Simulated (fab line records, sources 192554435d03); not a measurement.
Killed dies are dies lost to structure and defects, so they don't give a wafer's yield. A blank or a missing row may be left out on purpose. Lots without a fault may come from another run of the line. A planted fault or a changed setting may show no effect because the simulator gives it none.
Problem report in the 8D (eight disciplines) form, filled by code | flow n5_finfet | the parts of the form that need people (team, actions taken, sign-off) are left out

1. THE PROBLEM
killed_at_front_end at N5_PASSIVATION_PROBE_49 reads a mean of 192 on 1 wafer of 1 lot; wafers without a fault read 43 with a standard deviation of 12. That is +12 standard deviations from the usual mean.
First seen on wafer L301.6, day 15 21:34, on prober-02. The record holds 15 wafers of 5 lots with a number at this step. Rule for "out", or "out of limits": more than 4 standard deviations from the usual mean. The other wafers with a number count as sound.

2. WHAT IT IS AND WHAT IT IS NOT
question                    | is                               | is not
which readings at this step | killed_at_front_end, killed_dies | killed_at_M0_to_M3, killed_at_M4_up, killed_at_contacts, killed_at_other, killed_open, killed_short
which lots                  | L301                             | L290, L291, L296, L297
which wafers of those lots  | L301.6                           | L301.2, L301.4
read on which tools         | prober-02                        | prober-01
when                        | from day 15 21:34                | up to then (14 sound wafers)

3. SUSPECTS, AND WHAT RULES EACH OUT
Counting: a tool at a process step up to the reading stays a suspect if it ran every lot that is out. Sound lots after the first of them don't rule it out here, since some wafers of a struck lot are sound.
- rie_diel-04 at N5_GATE_CUT_ETCH_58 (etches SiNx in CH3F/O2, target depth 17 nm, time 128.6 s): kept. It ran the lot that is out, L301 (day 7 04:58); its last sound lot up to then is L290 (day 4 07:44).
- rie_diel-03 at N5_MIM_BOT_LITHO_DESCUM_10 (chemistry O2, time 7.9 s): kept. It ran the lot that is out, L301 (day 15 13:21).
- rie_diel-03 at N5_MIM_BOT_ETCH_STRIP_01 (strips in O2): kept. It ran the lot that is out, L301 (day 15 13:47).
- prober-02 at N5_PASSIVATION_PROBE_49: kept. It ran the lot that is out, L301 (day 15 21:22); its last sound lot up to then is L297 (day 15 10:07). Its own readings are out on those wafers: killed_at_front_end, killed_dies.
- Within rie_diel-04 at N5_GATE_CUT_ETCH_58: the wafers that are out ran in chamber 3; their sound lot-mates ran in chambers 1, 2.
- Within rie_diel-03 at N5_MIM_BOT_LITHO_DESCUM_10: the wafers that are out ran in chamber 1; their sound lot-mates ran in chamber 0.
Left after counting: rie_diel-04 at N5_GATE_CUT_ETCH_58, rie_diel-03 at N5_MIM_BOT_LITHO_DESCUM_10, rie_diel-03 at N5_MIM_BOT_ETCH_STRIP_01, prober-02 at N5_PASSIVATION_PROBE_49.

4. THE CAUSE (what the simulator had put in)
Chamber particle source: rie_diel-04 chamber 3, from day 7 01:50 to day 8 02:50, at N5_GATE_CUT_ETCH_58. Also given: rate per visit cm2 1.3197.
Counting left 4 suspects, and this tool is among them.

5. THE CHAIN OF EFFECTS, in route order
Each row: a reading whose mean over the struck wafers that have a number lies more than 3 standard deviations from the usual. Only readings for which the record gives a usual standard deviation are gone through. hours: the time from each lot's start at the first step in this table that gives one to its start at this step, as a median over the lots. sigmas: the change in usual standard deviations.
hours | step                    | reading             | usual | on struck wafers | change | sigmas
0     | N5_PASSIVATION_PROBE_49 | killed_at_front_end | 43    | 192              | +149   | +12
0     | N5_PASSIVATION_PROBE_49 | killed_dies         | 106   | 257              | +151   | +8.9
0     | N5_PASSIVATION_PROBE_49 | killed_on_rim       | 14    | 27               | +13    | +3.4
The process steps in it:
- N5_PASSIVATION_PROBE_49

6. WHAT WOULD HAVE CAUGHT IT SOONER
In this record the first reading out of limits was taken at day 15 21:34, 212 hours after the fault began at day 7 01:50.
Of the tool readings at N5_GATE_CUT_ETCH_58 for which the record gives a usual standard deviation, none was out on any struck wafer, so an alarm limit of 4 standard deviations on them would not have fired.
All the lots that are out (1) had begun N5_GATE_CUT_ETCH_58 on rie_diel-04 by day 15 21:34. A hold on the tool at that time would have spared none of them.
